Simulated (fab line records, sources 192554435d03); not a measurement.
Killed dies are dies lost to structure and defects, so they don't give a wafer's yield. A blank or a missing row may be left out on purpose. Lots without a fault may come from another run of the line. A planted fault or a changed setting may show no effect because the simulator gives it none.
fab line records | flow n5_finfet
record lots=5 wafers=15 last_day=18
route steps=1938 shown BEOL_M8@1350
lots that met no fault: from a run of the same line without faults
start_h: hours from the record's first day to the start of the lot's first wafer shown | wait_h: hours since the lot's step before | " the same as in the row above | L1.1+2: a row that stands for several wafers | - no value, or no start given | * or withheld: withheld | < > ~ a bound
route shown NAME@n: a module of which the file shows steps, and the number in the route of the first | usual: mean/standard deviation of fault-free wafers | same: alike in all rows | chamber/n: place in a boat | sites: the reading at each site | _std_site: their standard deviation | _edge_site: outer sites' mean less inner sites' | radius_mm: how far each site lies from the wafer's centre | mask NAME#n: copy n | behind: the tool/chamber that last shaped the wafer | hold: why the lot was held/for how many hours/how that ended | device: the transistor (n, p or np) that didn't switch | end of line: the same wafers' tests at the end of the route | a step without rows: its recipe alone | killed: dies lost to structure and defects at the first sort, not the wafer's yield | map: a wafer's dies, x killed, . not, _ none there
set.NAME: the setting as run; set.NAME@STEP: as run at that earlier step | model.NAME: the simulator's own value behind a step, which no gauge read
lots at some steps of the route; a table a step, a row a wafer
services: from which hour (start_h, from the record's first day; less than 0 if before it) a tool's chamber was out of use, for how many hours, and why
## steps
# step N5_BEOL_M8_ETCH_62
# recipe chemistry=N2/H2 target=SOC target_depth_a=1100 overetch_a=220 mask_material=SiARC temp_c=40 time_s=165 ion_energy_ev=200 pressure_mtorr=30 source_w=840 bias_w=150 n2_flow_sccm=200 h2_flow_sccm=200
# usual drypump_motor_current_A=5.8/0.48 oes_product_au=0.67/0.072 rf_fwd_power_W=837.1/2.7 rf_vpp_V=523.3/2.8 showerhead_plenum_p_Torr=2.52/0.093 throttle_valve_pct=17.79/0.23
# columns lot.wafer tool chamber start_h wait_h drypump_motor_current_A oes_product_au rf_fwd_power_W rf_hours_counter_h rf_vpp_V showerhead_plenum_p_Torr throttle_valve_pct
L077.1 rie_diel-04 3 221.11 0.0 6.7 0.72 831.1 79 525.8 2.68 17.62
L077.5 " 2 " " 6.0 0.58 833.1 - 525.6 2.61 18.10
L077.6 " 3 " " 6.7 0.72 833.4 - 527.8 2.68 17.63
L082.1 rie_diel-01 1 273.67 0.0 5.9 0.60 839.4 228 519.4 2.41 17.90
L082.4 " 2 " " 6.0 0.85 838.5 3 521.9 2.50 17.73
L082.6 " 3 " " 5.1 0.76 834.8 - 524.0 2.59 17.38
L092.2 rie_diel-04 2 317.87 0.0 6.0 0.78 837.6 24 526.2 2.59 17.69
L092.5 " 1 " " 5.7 0.63 835.4 - 520.2 2.44 17.74
L092.6 " 2 " " 6.0 0.77 840.8 - 523.7 2.59 17.69
L091.1 rie_diel-04 1 333.45 0.0 5.7 0.63 834.1 173 520.3 2.44 17.73
L091.2 " 0 " " 5.8 0.61 840.0 173 520.3 2.42 17.66
L091.6 " 2 " " 6.0 0.77 839.9 - 525.9 2.59 17.71
L097.1 rie_diel-05 0 361.21 0.0 5.0 0.79 837.5 23 525.0 2.60 17.85
L097.2 " 2 " " 6.1 0.83 837.6 1 524.5 2.60 17.68
L097.4 " 1 " " 5.0 0.67 839.0 125 523.9 2.55 17.96
# step N5_BEOL_M8_STRIP_68
# recipe chemistry=N2/H2 temp_c=40 n2_flow_sccm=200 h2_flow_sccm=200 rf_frequency_hz=6e+07
# columns lot.wafer tool chamber start_h wait_h
L077.1+5+6 rie_diel-04 3,2,3 221.24 0.1
L082.1+4+6 rie_diel-01 1,2,3 273.81 0.1
L092.2+5+6 rie_diel-04 2,1,2 318.00 0.1
L091.1+2+6 rie_diel-04 1,0,2 333.59 0.1
L097.1+2+4 rie_diel-05 0,2,1 361.34 0.1
# step N5_BEOL_M8_STRIP_67
# recipe chemistry=CF4 resist=SiARC power_w=300 bias_power_w=75 pressure_mtorr=50 cf4_flow_sccm=150 rf_frequency_hz=6e+07
# usual cf4_flow_sccm=149.9/0.46 drypump_motor_current_A=5.8/0.48 oes_product_au=0.80/0.086 rf_vpp_V=270.9/1.8 showerhead_plenum_p_Torr=1.78/0.063 throttle_valve_pct=13.58/0.21
# columns lot.wafer tool chamber start_h wait_h cf4_flow_sccm drypump_motor_current_A oes_product_au rf_hours_counter_h rf_vpp_V showerhead_plenum_p_Torr throttle_valve_pct
L077.1 rie_diel-04 3 221.25 0.0 149.7 6.7 0.85 79 272.6 1.88 13.38
L077.5 " 2 " " 150.6 6.0 0.69 - 273.3 1.83 13.93
L077.6 " 3 " " 149.8 6.7 0.85 - 274.4 1.88 13.40
L082.1 rie_diel-01 1 273.82 0.0 149.5 5.9 0.70 228 270.6 1.71 13.68
L082.4 " 2 " " 149.8 6.1 0.99 3 269.7 1.77 13.47
L082.6 " 3 " " 149.6 5.1 0.89 - 271.8 1.84 13.21
L092.2 rie_diel-04 2 318.01 0.0 149.0 6.0 0.91 24 273.3 1.83 13.40
L092.5 " 1 " " 150.0 5.7 0.74 - 268.1 1.72 13.59
L092.6 " 2 " " 149.4 6.0 0.91 - 271.4 1.82 13.40
L091.1 rie_diel-04 1 333.60 0.0 150.5 5.7 0.75 173 268.2 1.72 13.61
L091.2 " 0 " " 150.8 5.8 0.73 173 269.9 1.71 13.55
L091.6 " 2 " " 150.0 6.0 0.90 - 273.0 1.82 13.41
L097.1 rie_diel-05 0 361.35 0.0 150.1 4.9 0.93 23 270.5 1.83 13.53
L097.2 " 2 " " 149.2 6.1 1.00 1 270.5 1.84 13.38
L097.4 " 1 " " 149.9 5.0 0.79 125 273.4 1.80 13.68
# step N5_BEOL_M8_HM_OPEN_17
# recipe chemistry=Cl2/BCl3 target_depth_a=200 overetch_a=60 target=TiN mask_material=SOC ion_energy_ev=150 pressure_mtorr=10 icp_w=1000 bias_w=126 Cl2_flow_sccm=53.25 bcl3_flow_sccm=21.75 Ar_flow_sccm=25
# usual drypump_motor_current_A=5.5/0.41 oes_ar_750_au=0.77/0.084 oes_product_au=0.65/0.069 rf_fwd_power_W=993.9/2.9 throttle_valve_pct=22.08/0.15
# columns lot.wafer tool chamber start_h wait_h drypump_motor_current_A oes_ar_750_au oes_product_au rf_fwd_power_W rf_hours_counter_h throttle_valve_pct
L077.1 rie_metal-02 1 221.29 0.0 5.8 0.83 0.69 998.5 33 21.97
L077.5 " 0 " " 4.9 0.74 0.63 987.5 - 22.21
L077.6 " 1 " " 5.8 0.83 0.69 996.0 - 21.98
L082.1 rie_metal-02 0 273.86 0.0 4.9 0.73 0.62 993.9 59 22.21
L082.4 " 0 " " 4.9 0.73 0.62 996.2 - 22.22
L082.6 " 1 " " 5.8 0.82 0.68 993.7 - 21.99
L092.2 rie_metal-02 0 318.06 0.0 4.9 0.72 0.61 988.2 64 22.20
L092.5 " 1 " " 5.8 0.81 0.68 992.8 - 22.00
L092.6 " 0 " " 4.9 0.72 0.61 993.0 - 22.23
L091.1 rie_metal-03 0 333.64 0.0 5.6 0.89 0.75 989.2 9 21.85
L091.2 " 1 " " 5.8 0.68 0.57 991.4 81 22.16
L091.6 " 1 " " 5.8 0.68 0.57 996.2 - 22.16
L097.1 rie_metal-03 0 361.39 0.0 5.6 0.89 0.74 996.8 11 21.87
L097.2 " 1 " " 5.8 0.68 0.57 994.9 83 22.14
L097.4 " 1 " " 5.8 0.68 0.57 995.6 - 22.15
# step N5_BEOL_M8_STRIP_19
# recipe chemistry=O2 power_w=400 temp_c=40 pressure_mtorr=30 rf_frequency_hz=6e+07 bias_power_w=0 overash_fraction=0.2 o2_flow_sccm=225
# usual drypump_motor_current_A=5.8/0.45 oes_product_au=0.79/0.091 rf_vpp_V=3.6/0.53 showerhead_plenum_p_Torr=2.08/0.076 throttle_valve_pct=16.69/0.22
# columns lot.wafer tool chamber start_h wait_h drypump_motor_current_A oes_product_au rf_hours_counter_h rf_vpp_V showerhead_plenum_p_Torr throttle_valve_pct
L077.1 rie_diel-04 2 221.40 0.1 6.0 0.68 249 3.4 2.14 16.96
L077.5 " 3 " " 6.7 0.85 - 3.5 2.22 16.52
L077.6 " 2 " " 6.0 0.68 - 3.4 2.14 16.97
L082.1 rie_diel-05 0 273.97 0.1 5.0 0.69 248 3.3 2.14 17.10
L082.4 " 2 " " 6.1 0.71 229 3.1 2.16 17.02
L082.6 " 1 " " 5.0 0.82 - 4.5 2.12 16.70
L092.2 rie_diel-01 2 318.17 0.1 6.0 0.96 18 3.6 2.04 16.53
L092.5 " 0 " " 5.5 0.75 - 3.5 2.01 16.94
L092.6 " 3 " " 5.1 0.88 - 3.2 2.14 16.34
L091.1 rie_diel-01 3 333.75 0.1 5.1 0.86 35 2.8 2.14 16.32
L091.2 " 0 " " 5.5 0.74 152 3.5 2.01 16.92
L091.6 " 0 " " 5.5 0.74 - 3.4 2.01 16.94
L097.1 rie_diel-05 3 361.51 0.1 5.6 0.68 249 3.6 1.98 17.19
L097.2 " 1 " " 5.0 0.78 125 4.3 2.11 16.77
L097.4 " 2 " " 6.1 0.99 1 3.2 2.15 16.56
# step N5_BEOL_M8_CD_MEAS_18
# recipe pitch_nm=80 target_cd_nm=40
# usual cd_nm=39.9/0.48
# columns lot.wafer tool chamber start_h wait_h cd_nm
L077.1 cd_sem-02 - 221.47 0.0 40.1
L077.5 " - " " 39.8
L077.6 " - " " 40.7
L082.1 cd_sem-02 - 274.04 0.0 39.8
L082.4 " - " " 40.6
L082.6 " - " " 40.7
L092.2 cd_sem-02 - 318.24 0.1 39.8
L092.5 " - " " 39.4
L092.6 " - " " 40.3
L091.1 cd_sem-02 - 333.82 0.0 39.9
L091.2 " - " " 40.0
L091.6 " - " " 40.4
L097.1 cd_sem-01 - 361.58 0.0 39.8
L097.2 " - " " 39.0
L097.4 " - " " 39.8
# step N5_BEOL_M8_COAT_63
# recipe resist=SOC temp_c=250 time_s=60 spin_rpm=1500 resist_thk_nm=60
# columns lot.wafer tool chamber start_h wait_h
L077.1+5+6 litho_track-01 0 224.28 2.8
L082.1+4+6 litho_track-04 0 275.48 1.4
L092.2+5+6 litho_track-01 0 319.34 1.1
L091.1+2+6 litho_track-04 0 334.49 0.7
L097.1+2+4 litho_track-04 0 362.43 0.8
# step N5_BEOL_M8_COAT_64
# recipe resist=SiARC temp_c=220 time_s=60 spin_rpm=1500 resist_thk_nm=12
# columns lot.wafer tool chamber start_h wait_h
L077.1+5+6 litho_track-01 0 - -
L082.1+4+6 litho_track-04 0 - -
L092.2+5+6 litho_track-01 0 - -
L091.1+2+6 litho_track-04 0 - -
L097.1+2+4 litho_track-04 0 - -
# step N5_BEOL_M8_COAT_71
# recipe resist=underlayer temp_c=205 time_s=60 spin_rpm=1500 resist_thk_nm=5
# columns lot.wafer tool chamber start_h wait_h
L077.1+5+6 litho_track-01 0 - -
L082.1+4+6 litho_track-04 0 - -
L092.2+5+6 litho_track-01 0 - -
L091.1+2+6 litho_track-04 0 - -
L097.1+2+4 litho_track-04 0 - -
# step N5_BEOL_M8_COAT_22
# recipe resist=CAR-EUV spin_rpm=1500 resist_thk_nm=30
# columns lot.wafer tool chamber start_h wait_h
L077.1+5+6 litho_track-01 0 - -
L082.1+4+6 litho_track-04 0 - -
L092.2+5+6 litho_track-01 0 - -
L091.1+2+6 litho_track-04 0 - -
L097.1+2+4 litho_track-04 0 - -
# step N5_BEOL_M8_EBR_24
# recipe solvent=PGMEA ebr_width_mm=1.5
# same ebr_width_mm=1.5
# columns lot.wafer tool chamber start_h wait_h
L077.1+5+6 litho_track-01 0 - -
L082.1+4+6 litho_track-04 0 - -
L092.2+5+6 litho_track-01 0 - -
L091.1+2+6 litho_track-04 0 - -
L097.1+2+4 litho_track-04 0 - -
# step N5_BEOL_M8_SOFTBAKE_23
# recipe temp_c=110 time_s=60 resist=CAR-EUV
# columns lot.wafer tool chamber start_h wait_h
L077.1+5+6 litho_track-01 0 - -
L082.1+4+6 litho_track-04 0 - -
L092.2+5+6 litho_track-01 0 - -
L091.1+2+6 litho_track-04 0 - -
L097.1+2+4 litho_track-04 0 - -
# step N5_BEOL_M8_EXPOSE_25
# recipe mask_id=V7 na=0.33 source_shape=annular sigma_inner=0.4 sigma_outer=0.8 polarization=unpolarized target_cd_nm=40 dose_mj=42.5
# columns lot.wafer tool chamber start_h wait_h mask
L077.1+5+6 euv_scanner-02 0 224.54 - V7#0
L082.1+4+6 euv_scanner-02 0 275.61 - V7#0
L092.2+5+6 euv_scanner-02 0 319.51 - V7#0
L091.1+2+6 euv_scanner-02 0 334.67 - V7#0
L097.1+2+4 euv_scanner-02 0 362.69 - V7#0
# step N5_BEOL_M8_PEB_26
# recipe peb_temp_c=100 peb_time_s=60 resist=CAR-EUV
# columns lot.wafer tool chamber start_h wait_h
L077.1+5+6 litho_track-01 0 224.61 0.1
L082.1+4+6 litho_track-01 0 275.68 0.1
L092.2+5+6 litho_track-01 0 319.57 0.1
L091.1+2+6 litho_track-04 0 334.74 0.1
L097.1+2+4 litho_track-04 0 362.75 0.1
# step N5_BEOL_M8_DEVELOP_27
# recipe develop_time_s=30 developer=TMAH resist=CAR-EUV rinse_liquid=surfactant_rinse dry=air_spin dev_temp_c=23
# same develop_time_s=30
# columns lot.wafer tool chamber start_h wait_h
L077.1+5+6 litho_track-01 0 - -
L082.1+4+6 litho_track-01 0 - -
L092.2+5+6 litho_track-01 0 - -
L091.1+2+6 litho_track-04 0 - -
L097.1+2+4 litho_track-04 0 - -
# step N5_BEOL_M8_CD_MEAS_28
# recipe target_cd_nm=40 landing_energy_ev=500 detector=se_inlens
# usual cd_nm=40.08/0.23
# columns lot.wafer tool chamber start_h wait_h cd_nm
L077.1 cd_sem-03 0 224.67 - 40.07
L077.5 " 0 " " 40.22
L077.6 " 0 " " 40.21
L082.1 cd_sem-01 0 275.75 - 40.13
L082.4 " 0 " " 40.18
L082.6 " 0 " " 39.97
L092.2 cd_sem-01 0 319.64 - 39.63
L092.5 " 0 " " 39.68
L092.6 " 0 " " 40.17
L091.1 cd_sem-01 0 334.81 - 40.06
L091.2 " 0 " " 40.43
L091.6 " 0 " " 39.97
L097.1 cd_sem-02 0 362.82 - 39.85
L097.2 " 0 " " 39.80
L097.4 " 0 " " 40.18
# step N5_BEOL_M8_OVL_MEAS_29
# recipe points_per_wafer=522
# usual V7_OVL=0.3/0.79
# columns lot.wafer tool chamber start_h wait_h V7_OVL[nm]
L077.1 overlay-01 0 224.70 0.0 -0.6
L077.5 " 0 " " -0.4
L077.6 " 0 " " 1.1
L082.1 overlay-02 0 275.78 0.0 0.3
L082.4 " 0 " " 0.0
L082.6 " 0 " " 0.7
L092.2 overlay-01 0 319.68 0.0 0.1
L092.5 " 0 " " 1.1
L092.6 " 0 " " -0.8
L091.1 overlay-01 0 334.84 0.0 2.3
L091.2 " 0 " " 0.9
L091.6 " 0 " " 0.6
L097.1 overlay-01 0 362.89 0.1 0.9
L097.2 " 0 " " 0.5
L097.4 " 0 " " 0.6
# step N5_BEOL_M8_INSPECT_30
# recipe mode=adi inspect_instrument=brightfield
# usual raw_defect_count=399/98
# columns lot.wafer tool chamber start_h wait_h raw_defect_count
L077.1 defect_inspect-02 - 224.76 0.1 311
L077.5 " - " " 436
L077.6 " - " " 290
L082.1 defect_inspect-02 - 275.83 0.1 415
L082.4 " - " " 505
L082.6 " - " " 495
L092.2 defect_inspect-02 - 319.73 0.0 357
L092.5 " - " " 431
L092.6 " - " " 377
L091.1 defect_inspect-02 - 334.90 0.1 346
L091.2 " - " " 417
L091.6 " - " " 371
L097.1 defect_inspect-01 - 362.95 0.1 385
L097.2 " - " " 315
L097.4 " - " " 359
# step N5_BEOL_M8_DESCUM_33
# recipe chemistry=O2 time_s=7 source_power_w=50 bias_power_w=20 pressure_mtorr=20 rf_frequency_hz=2.712e+07 temp_c=40 resist=CAR-EUV o2_flow_sccm=225
# usual drypump_motor_current_A=5.7/0.5 oes_product_au=0.80/0.096 rf_fwd_power_W=49.39/0.27 rf_vpp_V=242.9/1.5 showerhead_plenum_p_Torr=2.07/0.073 throttle_valve_pct=20.47/0.23
# columns lot.wafer tool chamber start_h wait_h drypump_motor_current_A oes_product_au rf_fwd_power_W rf_hours_counter_h rf_vpp_V showerhead_plenum_p_Torr throttle_valve_pct
L077.1 rie_diel-05 1 224.84 0.1 5.0 0.83 49.29 72 244.0 2.12 20.50
L077.5 " 1 " " 5.1 0.84 49.33 - 244.5 2.12 20.48
L077.6 " 0 " " 4.9 0.70 49.78 - 243.9 2.14 20.81
L082.1 rie_diel-01 1 275.92 0.1 5.9 0.70 49.44 229 240.6 1.99 20.52
L082.4 " 0 " " 5.5 0.76 49.25 135 241.4 2.01 20.71
L082.6 " 2 " " 6.0 1.01 49.45 - 242.3 2.04 20.27
L092.2 rie_diel-01 1 319.90 0.2 5.9 0.70 49.64 242 241.0 1.99 20.55
L092.5 " 1 " " 5.9 0.70 49.84 - 241.6 1.99 20.54
L092.6 " 2 " " 6.1 0.95 49.21 - 242.8 2.04 20.30
L091.1 rie_diel-01 0 334.93 0.0 5.5 0.75 49.59 152 241.7 2.01 20.71
L091.2 " 1 " " 5.9 0.69 49.64 247 241.0 1.99 20.54
L091.6 " 3 " " 5.1 0.86 49.44 - 243.6 2.14 20.11
L097.1 rie_diel-01 2 362.98 0.0 6.0 0.91 49.43 35 243.1 2.03 20.32
L097.2 " 3 " " 5.1 0.84 49.18 47 242.9 2.13 20.13
L097.4 " 3 " " 5.1 0.84 49.59 - 245.7 2.13 20.14
# step N5_BEOL_M8_ETCH_72
# recipe chemistry=N2/H2 target=underlayer target_depth_a=65 mask_material=CAR-EUV time_s=5.2 ion_energy_ev=200 pressure_mtorr=30 source_w=840 bias_w=150 n2_flow_sccm=200 h2_flow_sccm=200 ends=cleared
# usual drypump_motor_current_A=5.7/0.49 etch_rf_on_time_s=5.20/0.07 oes_product_au=0.68/0.082 rf_fwd_power_W=819.5/2.5 rf_vpp_V=523.3/2.8 showerhead_plenum_p_Torr=2.52/0.087 throttle_valve_pct=17.88/0.26
# columns lot.wafer tool chamber start_h wait_h drypump_motor_current_A etch_rf_on_time_s oes_product_au rf_fwd_power_W rf_hours_counter_h rf_vpp_V showerhead_plenum_p_Torr throttle_valve_pct
L077.1 rie_diel-05 1 224.87 0.0 5.0 5.29 0.71 818.7 72 523.4 2.57 17.91
L077.5 " 1 " " 5.0 5.26 0.71 821.4 - 525.3 2.58 17.88
L077.6 " 0 " " 4.9 5.18 0.60 819.9 - 525.0 2.62 18.27
L082.1 rie_diel-01 1 275.96 0.0 5.9 5.17 0.59 822.2 229 519.8 2.41 17.91
L082.4 " 0 " " 5.5 5.14 0.64 819.7 135 522.1 2.44 18.15
L082.6 " 2 " " 6.1 5.07 0.85 821.0 - 519.6 2.50 17.76
L092.2 rie_diel-01 1 319.94 0.0 5.9 5.20 0.59 813.4 242 519.9 2.41 17.94
L092.5 " 1 " " 5.9 5.21 0.58 815.5 - 519.5 2.41 17.93
L092.6 " 2 " " 6.1 5.07 0.81 821.2 - 522.6 2.50 17.78
L091.1 rie_diel-01 0 334.96 0.0 5.5 5.20 0.63 821.7 152 521.3 2.43 18.21
L091.2 " 1 " " 5.9 5.28 0.58 820.9 247 519.0 2.40 17.97
L091.6 " 3 " " 5.1 5.17 0.74 819.3 - 525.4 2.58 17.46
L097.1 rie_diel-01 2 363.01 0.0 6.1 5.10 0.78 819.0 35 521.6 2.49 17.84
L097.2 " 3 " " 5.2 5.19 0.71 816.9 47 526.2 2.58 17.46
L097.4 " 3 " " 5.1 5.18 0.72 817.4 - 528.4 2.58 17.45
# step N5_BEOL_M8_ETCH_65
# recipe chemistry=CF4 target=SiARC target_depth_a=156 mask_material=CAR-EUV time_s=26 ion_energy_ev=80 pressure_mtorr=40 source_w=545 bias_w=36 Ar_flow_sccm=100 cf4_flow_sccm=100 ends=cleared
# usual cf4_flow_sccm=100.0/0.32 drypump_motor_current_A=5.7/0.49 etch_rf_on_time_s=25.9/0.39 oes_product_au=0.68/0.081 rf_fwd_power_W=532.4/2 rf_vpp_V=183.8/1.2 showerhead_plenum_p_Torr=2.13/0.071 throttle_valve_pct=15.65/0.23
# columns lot.wafer tool chamber start_h wait_h cf4_flow_sccm drypump_motor_current_A etch_rf_on_time_s oes_product_au rf_fwd_power_W rf_hours_counter_h rf_vpp_V showerhead_plenum_p_Torr throttle_valve_pct
L077.1 rie_diel-05 1 224.89 0.0 100.6 5.0 26.3 0.71 529.8 72 183.7 2.17 15.60
L077.5 " 1 " " 99.6 5.0 26.1 0.71 531.2 - 183.4 2.17 15.60
L077.6 " 0 " " 99.6 5.0 25.5 0.60 533.8 - 185.2 2.20 16.03
L082.1 rie_diel-01 1 275.97 0.0 100.5 5.9 26.1 0.60 538.3 229 182.3 2.03 15.69
L082.4 " 0 " " 100.3 5.5 25.7 0.65 531.8 135 184.0 2.06 15.82
L082.6 " 2 " " 99.6 6.1 24.9 0.86 532.2 - 183.8 2.11 15.54
L092.2 rie_diel-01 1 319.96 0.0 100.2 5.9 25.9 0.60 534.6 242 182.4 2.03 15.71
L092.5 " 1 " " 100.1 5.9 25.9 0.59 535.0 - 183.4 2.03 15.70
L092.6 " 2 " " 100.6 6.1 25.2 0.82 536.1 - 183.1 2.11 15.54
L091.1 rie_diel-01 0 334.98 0.0 99.5 5.5 26.0 0.63 533.6 152 183.3 2.06 15.84
L091.2 " 1 " " 99.7 5.9 26.1 0.59 533.1 247 183.0 2.03 15.72
L091.6 " 3 " " 100.3 5.1 25.9 0.74 530.3 - 185.5 2.18 15.29
L097.1 rie_diel-01 2 363.03 0.0 99.8 6.0 25.5 0.78 532.2 35 184.6 2.10 15.60
L097.2 " 3 " " 100.0 5.1 26.0 0.72 530.9 47 184.3 2.18 15.30
L097.4 " 3 " " 100.1 5.1 26.0 0.71 533.1 - 184.4 2.18 15.32
# step N5_BEOL_M8_ETCH_66
# recipe chemistry=N2/H2 target=SOC target_depth_a=800 overetch_a=160 mask_material=SiARC temp_c=40 time_s=120 ion_energy_ev=200 pressure_mtorr=30 source_w=840 bias_w=150 n2_flow_sccm=200 h2_flow_sccm=200
# usual drypump_motor_current_A=5.7/0.5 oes_product_au=0.61/0.07 rf_fwd_power_W=835.4/2.8 rf_vpp_V=523.3/2.6 showerhead_plenum_p_Torr=2.52/0.087 throttle_valve_pct=17.84/0.26
# columns lot.wafer tool chamber start_h wait_h drypump_motor_current_A oes_product_au rf_fwd_power_W rf_hours_counter_h rf_vpp_V showerhead_plenum_p_Torr throttle_valve_pct
L077.1 rie_diel-05 1 224.92 0.0 5.0 0.64 831.7 72 524.2 2.57 17.86
L077.5 " 1 " " 5.0 0.64 835.4 - 523.9 2.58 17.86
L077.6 " 0 " " 4.9 0.53 835.3 - 526.0 2.62 18.23
L082.1 rie_diel-01 1 276.00 0.0 5.9 0.54 834.7 229 521.5 2.41 17.89
L082.4 " 0 " " 5.6 0.57 836.2 135 520.1 2.44 18.12
L082.6 " 2 " " 6.1 0.75 841.0 - 522.6 2.50 17.71
L092.2 rie_diel-01 1 319.98 0.0 5.9 0.54 837.3 242 520.5 2.41 17.91
L092.5 " 1 " " 5.9 0.53 838.4 - 519.6 2.41 17.90
L092.6 " 2 " " 6.1 0.71 832.8 - 523.0 2.50 17.75
L091.1 rie_diel-01 0 335.01 0.0 5.5 0.56 834.4 152 521.7 2.43 18.14
L091.2 " 1 " " 5.9 0.53 835.7 247 521.4 2.40 17.90
L091.6 " 3 " " 5.2 0.65 841.6 - 526.3 2.58 17.40
L097.1 rie_diel-01 2 363.06 0.0 6.1 0.69 833.0 35 522.4 2.49 17.76
L097.2 " 3 " " 5.1 0.64 831.8 47 525.0 2.58 17.43
L097.4 " 3 " " 5.1 0.65 835.4 - 526.2 2.58 17.42
# step N5_BEOL_M8_STRIP_69
# recipe chemistry=N2/H2 temp_c=40 n2_flow_sccm=200 h2_flow_sccm=200 rf_frequency_hz=6e+07
# columns lot.wafer tool chamber start_h wait_h
L077.1+5+6 rie_diel-05 1,1,0 225.00 0.0
L082.1+4+6 rie_diel-01 1,0,2 276.08 0.0
L092.2+5+6 rie_diel-01 1,1,2 320.06 0.0
L091.1+2+6 rie_diel-01 0,1,3 335.09 0.0
L097.1+2+4 rie_diel-01 2,3,3 363.14 0.0
# step N5_BEOL_M8_STRIP_73
# recipe chemistry=N2/H2 temp_c=40 n2_flow_sccm=200 h2_flow_sccm=200 rf_frequency_hz=6e+07
# columns lot.wafer tool chamber start_h wait_h
L077.1+5+6 rie_diel-05 1,1,0 225.01 0.0
L082.1+4+6 rie_diel-01 1,0,2 276.09 0.0
L092.2+5+6 rie_diel-01 1,1,2 320.07 0.0
L091.1+2+6 rie_diel-01 0,1,3 335.10 0.0
L097.1+2+4 rie_diel-01 2,3,3 363.15 0.0
# step N5_BEOL_M8_VIA_ETCH_34
# recipe chemistry=C4F6/O2 target=SiCOH_lowk target_depth_a=1255 mask_material=SOC taper_deg=4 time_s=50.5 ion_energy_ev=250 pressure_mtorr=30 source_w=345 bias_w=185 Ar_flow_sccm=300 C4F6_flow_sccm=10 O2_flow_sccm=10
# usual drypump_motor_current_A=5.7/0.49 oes_ar_750_au=0.80/0.092 oes_product_au=0.80/0.095 rf_fwd_power_W=341.5/1.6 rf_vpp_V=662/7.1 showerhead_plenum_p_Torr=2.82/0.095 throttle_valve_pct=20.93/0.22
# columns lot.wafer tool chamber start_h wait_h drypump_motor_current_A oes_ar_750_au oes_product_au rf_fwd_power_W rf_hours_counter_h rf_vpp_V showerhead_plenum_p_Torr throttle_valve_pct
L077.1 rie_diel-05 1 225.02 0.0 5.0 0.83 0.83 341.8 72 664 2.88 20.95
L077.5 " 1 " " 5.0 0.84 0.83 342.2 - 664 2.88 20.94
L077.6 " 0 " " 4.9 0.70 0.70 342.0 - 674 2.92 21.30
L082.1 rie_diel-01 1 276.10 0.0 5.9 0.70 0.70 343.4 229 661 2.70 20.90
L082.4 " 0 " " 5.5 0.75 0.75 344.0 135 669 2.74 21.14
L082.6 " 2 " " 6.0 0.99 1.01 339.9 - 651 2.80 20.85
L092.2 rie_diel-01 1 320.08 0.0 5.8 0.69 0.69 342.7 242 659 2.70 20.90
L092.5 " 1 " " 5.9 0.69 0.70 343.3 - 660 2.70 20.90
L092.6 " 2 " " 6.0 0.94 0.95 339.5 - 650 2.79 20.88
L091.1 rie_diel-01 0 335.11 0.0 5.5 0.72 0.74 341.0 152 668 2.73 21.16
L091.2 " 1 " " 5.9 0.69 0.68 341.8 247 660 2.69 20.91
L091.6 " 3 " " 5.1 0.86 0.85 342.7 - 664 2.90 20.56
L097.1 rie_diel-01 2 363.16 0.0 6.0 0.90 0.89 339.7 35 649 2.79 20.90
L097.2 " 3 " " 5.1 0.83 0.83 340.7 47 663 2.89 20.56
L097.4 " 3 " " 5.1 0.84 0.83 341.3 - 664 2.89 20.55
# step N5_BEOL_M8_STRIP_76
# recipe chemistry=C4F6/O2 resist=SiARC rf_frequency_hz=6e+07
# columns lot.wafer tool chamber start_h wait_h
L077.1+5+6 rie_diel-05 1,1,0 225.06 0.0
L082.1+4+6 rie_diel-01 1,0,2 276.15 0.0
L092.2+5+6 rie_diel-01 1,1,2 320.13 0.0
L091.1+2+6 rie_diel-01 0,1,3 335.15 0.0
L097.1+2+4 rie_diel-01 2,3,3 363.20 0.0
# step N5_BEOL_M8_STRIP_36
# recipe chemistry=N2/H2 power_w=450 temp_c=40 pressure_mtorr=20 rf_frequency_hz=6e+07 overash_fraction=0.3 bias_power_w=7 h2_frac=0.5 n2_flow_sccm=200 h2_flow_sccm=200
# usual drypump_motor_current_A=5.7/0.5 oes_product_au=0.80/0.096 rf_vpp_V=59.1/1.6 showerhead_plenum_p_Torr=2.52/0.087 throttle_valve_pct=23.7/0.31
# columns lot.wafer tool chamber start_h wait_h drypump_motor_current_A oes_product_au rf_hours_counter_h rf_vpp_V showerhead_plenum_p_Torr throttle_valve_pct
L077.1 rie_diel-05 1 225.07 0.0 5.0 0.83 72 60.2 2.57 23.8
L077.5 " 1 " " 5.0 0.84 - 61.6 2.57 23.8
L077.6 " 0 " " 5.0 0.70 - 60.6 2.61 24.0
L082.1 rie_diel-01 1 276.16 0.0 5.9 0.70 229 56.7 2.41 23.7
L082.4 " 0 " " 5.5 0.76 135 58.2 2.44 24.1
L082.6 " 2 " " 6.0 1.01 - 60.6 2.50 23.5
L092.2 rie_diel-01 1 320.14 0.0 5.9 0.70 242 60.1 2.40 23.7
L092.5 " 1 " " 5.9 0.69 - 58.1 2.40 23.7
L092.6 " 2 " " 6.1 0.95 - 61.0 2.49 23.6
L091.1 rie_diel-01 0 335.16 0.0 5.5 0.74 152 60.9 2.43 24.2
L091.2 " 1 " " 5.9 0.70 247 58.5 2.40 23.7
L091.6 " 3 " " 5.2 0.85 - 56.6 2.58 23.2
L097.1 rie_diel-01 2 363.21 0.0 6.1 0.92 35 60.0 2.49 23.6
L097.2 " 3 " " 5.1 0.84 47 61.4 2.57 23.2
L097.4 " 3 " " 5.1 0.85 - 61.0 2.57 23.2
## services
# columns tool chamber start_h hours kind
euv_scanner-02 - 207.27 1.4 repair
euv_scanner-02 - 217.30 0.6 repair
rie_diel-01 3 224.60 - clean
rie_diel-01 3 224.60 - consumable_replace:focus_ring
rie_diel-01 3 224.60 14.5 scheduled_down
rie_diel-01 3 224.60 14.5 vent_cycle
euv_scanner-02 - 235.86 1.0 pm
rie_metal-02 - 236.05 14.6 pm
euv_scanner-02 - 236.87 4.6 pm
rie_diel-01 2 246.10 - clean
rie_diel-01 2 246.10 - consumable_replace:focus_ring
rie_diel-01 2 246.10 20.4 scheduled_down
rie_diel-01 2 246.10 20.4 vent_cycle
rie_diel-05 2 246.28 10.0 repair
euv_scanner-02 - 254.73 0.4 repair
rie_diel-05 2 270.02 3.1 repair
litho_track-04 - 271.67 - consumable_replace:filter
euv_scanner-02 - 287.77 1.0 pm
euv_scanner-02 - 343.96 1.0 pm
rie_diel-01 1 344.07 - clean
rie_diel-01 1 344.07 - consumable_replace:focus_ring
rie_diel-01 1 344.07 - consumable_replace:showerhead
rie_diel-01 1 344.07 20.9 scheduled_down
rie_diel-01 1 344.07 20.9 vent_cycle
## key
fault none
